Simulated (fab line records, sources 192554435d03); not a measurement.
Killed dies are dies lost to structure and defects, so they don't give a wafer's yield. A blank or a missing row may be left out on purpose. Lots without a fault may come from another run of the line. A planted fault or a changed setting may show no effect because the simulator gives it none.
One fault seen from 2 desks | flow n5_finfet | each desk has only its own numbers; what lay behind them comes last

THE TOOL OWNER'S DESK: litho_track-02
The tool's own readings at N5_BEOL_M3_COAT_76 (time 60 s, resist thk 5 nm): means of the sampled wafers that have a number, for each lot that ran on this tool. A lot is out of limits, marked OUT, if its mean lies more than 4 standard deviations from the usual mean; the brackets give that distance.
Columns: A = spin_speed_rpm at N5_BEOL_M3_COAT_76, usual 1500.1 rpm
lot  | first seen here | A
L612 | day 6 23:23     | 1499.5
L626 | day 11 05:53    | 1550.1 (+60) OUT
L629 | day 11 15:23    | 1548.9 (+58) OUT
This desk's finding: out of limits on L626, L629; first on L626, day 11 05:53 (spin_speed_rpm at N5_BEOL_M3_COAT_76). In limits: L612.

THE METROLOGY DESK
What the gauges read, lot by lot, whatever tool the lot ran on: means of the sampled wafers that have a number. A lot is out of limits, marked OUT, if its mean lies more than 4 standard deviations from the usual mean; the brackets give that distance. Of its 10 readings 7 are shown: those that lie furthest out on some lot.
Columns: A = DIBL_N at N5_BEOL_M4_RC_MEAS_101, usual 36.0 mV/V; B = DIBL_P at N5_BEOL_M4_RC_MEAS_101, usual 36.2 mV/V; C = IOFF_N at N5_BEOL_M4_RC_MEAS_101, usual 0.16 nA/um; D = IOFF_P at N5_BEOL_M4_RC_MEAS_101, usual 0.21 nA/um; E = SS_N at N5_BEOL_M4_RC_MEAS_101, usual 71.5 mV/dec; F = SS_P at N5_BEOL_M4_RC_MEAS_101, usual 73.4 mV/dec; G = VT_N at N5_BEOL_M4_RC_MEAS_101, usual 251 mV
lot  | first seen here | A    | B    | C    | D    | E    | F    | G
L612 | day 8 12:03     | 35.7 | 34.9 | 0.15 | 0.22 | 71.6 | 72.8 | 252
L626 | day 12 12:50    | 36.5 | 37.5 | 0.16 | 0.21 | 71.5 | 73.5 | 248
L629 | day 13 13:59    | 40.0 | 41.1 | 0.21 | 0.29 | 72.3 | 75.0 | 245
L633 | day 13 21:16    | 36.6 | 36.1 | 0.17 | 0.24 | 71.2 | 72.9 | 246
This desk's finding: nothing out of limits on any of the 4 lots.

PUT TOGETHER
The tool owner's desk could have raised an alarm at day 11 05:53, on L626, L629.
The metrology desk saw nothing out of limits.
The metrology desk has L626, L629 on record, within its limits.
Of the lots named, all ran N5_BEOL_M3_COAT_76 on litho_track-02.

WHAT THE SIMULATOR HAD PUT IN
Process parameter drift: litho_track-02, from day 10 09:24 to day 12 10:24, at N5_BEOL_M3_COAT_76. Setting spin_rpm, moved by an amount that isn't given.
Lots struck among those shown: L626, L629.
Hours from the fault's start to each desk's first reading out of limits: the tool owner's desk, 20.
